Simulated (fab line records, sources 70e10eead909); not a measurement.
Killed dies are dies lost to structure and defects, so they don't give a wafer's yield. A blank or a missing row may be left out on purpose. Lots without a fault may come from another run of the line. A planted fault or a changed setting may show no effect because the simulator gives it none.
A struck lot beside a sound one | flow nand_harc | 14 steps out of a route of 1159
Sound: wafers L663.1, L663.2, L663.4. Struck: wafer L672.4. (L672.2, L672.3 of the same lot were not struck and are left out.) The cause comes at the end.
At each step with rows: each side's tool, then ch and its chambers, then its first start. Under that, the readings that differ: sound wafers | struck wafers | difference of the means | sigmas: that difference in standard deviations of wafers without a fault.
alike: readings whose means differ by less than 2 such deviations, and words and numbers that are the same on both sides. not compared: withheld readings, readings that some wafer has no value for, bounds like >300 that may hide the same value, and numbers for which the record gives no deviation and whose values overlap.
The two part at a step that has a row with sigmas, a row that says differs or no value, or rows on one side only. Numbers that don't overlap but have no deviation are shown without sigmas and don't part them. A reading that every wafer of one side lacks parts them only if that side has two wafers or more.

first, 7 steps without rows for these wafers: NHARC_A_STAIRCASE_COAT_211; NHARC_A_STAIRCASE_SOFTBAKE_212 (time 170 s); NHARC_A_STAIRCASE_EBR_213; NHARC_A_STAIRCASE_EXPOSE_214 (exposes mask STAIR 3); NHARC_A_STAIRCASE_PEB_215 (peb time 130 s); NHARC_A_STAIRCASE_DEVELOP_216 (time 140 s); NHARC_A_STAIRCASE_HARDBAKE_218 (time 140 s).
NHARC_A_STAIRCASE_DESCUM_219: chemistry O2, time 3 s.
  sound on rie_diel-11 ch 0,1,2, day 12 04:59; struck on rie_diel-11 ch 3, day 13 20:42
  reading                         | sound          | struck | difference | sigmas
  rf_hours_counter_h (h)          | 25 20 23       | 33     | +10        |
  showerhead_plenum_p_Torr (Torr) | 1.82 1.83 1.80 | 1.99   | +0.17      | +2
  alike: chamber_pressure_mTorr, drypump_motor_current_A, oes_product_au, rf_vpp_V, throttle_valve_pct
NHARC_A_STAIRCASE_TRIM_220: chemistry O2, time 211.2 s.
  sound on rie_diel-11 ch 0,1,3, day 12 05:04; struck on rie_diel-11 ch 3, day 13 20:48
  reading                | sound    | struck | difference | sigmas
  rf_hours_counter_h (h) | 21 23 20 | 33     | +12        |
  alike: chamber_pressure_mTorr, drypump_motor_current_A, oes_product_au, rf_vpp_V, showerhead_plenum_p_Torr, throttle_valve_pct
NHARC_A_STAIRCASE_ETCH_221: etches the open film in C4F8/O2, target depth 100 nm, time 40.5 s.
  sound on rie_diel-11 ch 0,1,2; struck on rie_diel-11 ch 2
  reading                | sound    | struck | difference | sigmas
  rf_hours_counter_h (h) | 24 20 25 | 38     | +15        |
  alike: chamber_pressure_mTorr, oes_product_au, rf_vpp_V, run_length_s
NHARC_A_STAIRCASE_TRIM_222: chemistry O2, time 211.2 s.
  sound on rie_diel-11 ch 0,2,3; struck on rie_diel-11 ch 0
  reading                | sound    | struck | difference | sigmas
  rf_hours_counter_h (h) | 21 20 25 | 33     | +11        |
  alike: chamber_pressure_mTorr, drypump_motor_current_A, oes_product_au, rf_vpp_V, showerhead_plenum_p_Torr, throttle_valve_pct
NHARC_A_STAIRCASE_ETCH_223: etches the open film in C4F8/O2, target depth 100 nm, time 40.5 s.
  sound on rie_diel-11 ch 0,1,2, day 12 05:52; struck on rie_diel-11 ch 0, day 13 21:14
  reading                | sound          | struck | difference | sigmas
  rf_hours_counter_h (h) | 26 20 24       | 33     | +10        |
  run_length_s (s)       | 61.9 61.7 61.8 | 48.2   | -13.6      | -33
  alike: chamber_pressure_mTorr, oes_product_au, rf_vpp_V
NHARC_A_STAIRCASE_TRIM_224: chemistry O2, time 211.2 s.
  sound on rie_diel-11 ch 0,1,2; struck on rie_diel-11 ch 3
  reading                         | sound          | struck | difference | sigmas
  rf_hours_counter_h (h)          | 20 24 26       | 33     | +10        |
  showerhead_plenum_p_Torr (Torr) | 3.38 3.33 3.37 | 3.66   | +0.30      | +2
  alike: chamber_pressure_mTorr, drypump_motor_current_A, oes_product_au, rf_vpp_V, throttle_valve_pct
-- the record jumps here: 9 days lie between the struck wafers' starts before and after (it left off in module A_STAIRCASE and takes up again in module END, whose first step shown is number 1159 of the route) --
NHARC_END_SORT_01:
  sound on prober-02 ch 0, day 20 20:11; struck on prober-01 ch 0, day 22 16:32
  reading         | sound    | struck                   | difference                   | sigmas
  hold            | - - -    | await_dispo/1.8h/release | no value on the sound wafers |
  killed_at_array | 19 18 14 | 673                      | +656                         | +60
  killed_dies     | 24 21 18 | 677                      | +656                         | +60
  killed_short    | 1 0 1    | 4                        | +3                           | +2
  alike: killed_at_other, killed_at_periphery, killed_open

WHERE THEY PART
First at NHARC_A_STAIRCASE_DESCUM_219; last, within this record, at NHARC_END_SORT_01.

WHY: what the simulator had put in
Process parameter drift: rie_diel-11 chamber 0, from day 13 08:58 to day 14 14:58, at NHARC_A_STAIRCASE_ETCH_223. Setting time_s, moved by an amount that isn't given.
